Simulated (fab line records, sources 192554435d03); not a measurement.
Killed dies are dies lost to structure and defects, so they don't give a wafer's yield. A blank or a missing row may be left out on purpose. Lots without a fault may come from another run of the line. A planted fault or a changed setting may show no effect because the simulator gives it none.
Chamber matching | flow n5_finfet | N5_HKMG_FIN_STRIP_89 on rie_diel-03: 4 sister chambers
The step strips SOC in N2/H2, time 20 s. 20 wafers are shown with their chamber, then 10 later ones without.

WAFERS WITH THEIR CHAMBER
wafer  | chamber | drypump_motor_current_A (A) | showerhead_plenum_p_Torr (Torr) | oes_product_au (a.u.)
L078.1 | 0       | 5.6                         | 3.23                            | 0.70
L078.3 | 2       | 5.3                         | 3.25                            | 0.79
L078.4 | 3       | 6.5                         | 3.49                            | 0.74
L080.1 | 0       | 5.6                         | 3.22                            | 0.69
L080.4 | 2       | 5.3                         | 3.25                            | 0.78
L080.6 | 1       | 5.2                         | 3.46                            | 0.69
L082.3 | 2       | 5.3                         | 3.25                            | 0.79
L082.4 | 1       | 5.2                         | 3.46                            | 0.70
L082.6 | 3       | 6.5                         | 3.48                            | 0.73
L083.2 | 2       | 5.2                         | 3.25                            | 0.79
L083.4 | 0       | 5.6                         | 3.22                            | 0.69
L083.6 | 3       | 6.5                         | 3.48                            | 0.73
L088.1 | 1       | 5.2                         | 3.45                            | 0.69
L088.3 | 0       | 5.6                         | 3.22                            | 0.69
L088.6 | 2       | 5.3                         | 3.24                            | 0.78
L091.1 | 0       | 5.6                         | 3.21                            | 0.68
L091.2 | 3       | 6.5                         | 3.47                            | 0.72
L091.6 | 1       | 5.2                         | 3.45                            | 0.68
L093.1 | 0       | 5.6                         | 3.21                            | 0.67
L093.4 | 2       | 5.3                         | 3.24                            | 0.76

SIGNATURES (means of the wafers above)
reading                  | chamber 0 | chamber 1 | chamber 2 | chamber 3 | scatter within a chamber
drypump_motor_current_A  | 5.600     | 5.200     | 5.283     | 6.500     | 0.0228
showerhead_plenum_p_Torr | 3.2183    | 3.4550    | 3.2467    | 3.4800    | 0.00669
oes_product_au           | 0.6867    | 0.6900    | 0.7817    | 0.7300    | 0.0101
Rule: a wafer's distance from a chamber is the root of the sum, over the readings, of the square of ((its reading less the chamber's mean) divided by the reading's scatter). The wafer belongs to the nearest chamber; if the next one is less than 2 further off, it can't be placed. The scatter: the root of (the sum of the squares of (reading less its chamber's mean) over the shown wafers, divided by (wafers less chambers)).

WAFERS WITHOUT THEIR CHAMBER
wafer  | drypump_motor_current_A (A) | showerhead_plenum_p_Torr (Torr) | oes_product_au (a.u.)
L093.6 | 6.5                         | 3.47                            | 0.72
L095.2 | 6.5                         | 3.47                            | 0.70
L095.5 | 5.6                         | 3.21                            | 0.67
L095.6 | 5.3                         | 3.45                            | 0.98
L096.2 | 5.3                         | 3.23                            | 0.75
L096.4 | 5.3                         | 3.23                            | 0.75
L096.5 | 5.2                         | 3.44                            | 0.94
L097.2 | 5.6                         | 3.20                            | 0.66
L097.3 | 5.2                         | 3.44                            | 0.94
L097.6 | 5.2                         | 3.44                            | 0.95

WHICH CHAMBER EACH WENT THROUGH
wafer  | from the rows above | in truth
L093.6 | 3                   | 3
L095.2 | 3                   | 3
L095.5 | 0                   | 0
L095.6 | 1                   | 1
L096.2 | 2                   | 2
L096.4 | 2                   | 2
L096.5 | 1                   | 1
L097.2 | 0                   | 0
L097.3 | 1                   | 1
L097.6 | 1                   | 1
Placed correctly: 10 of 10. Can't be placed from these rows: 0. Placed wrongly: 0.
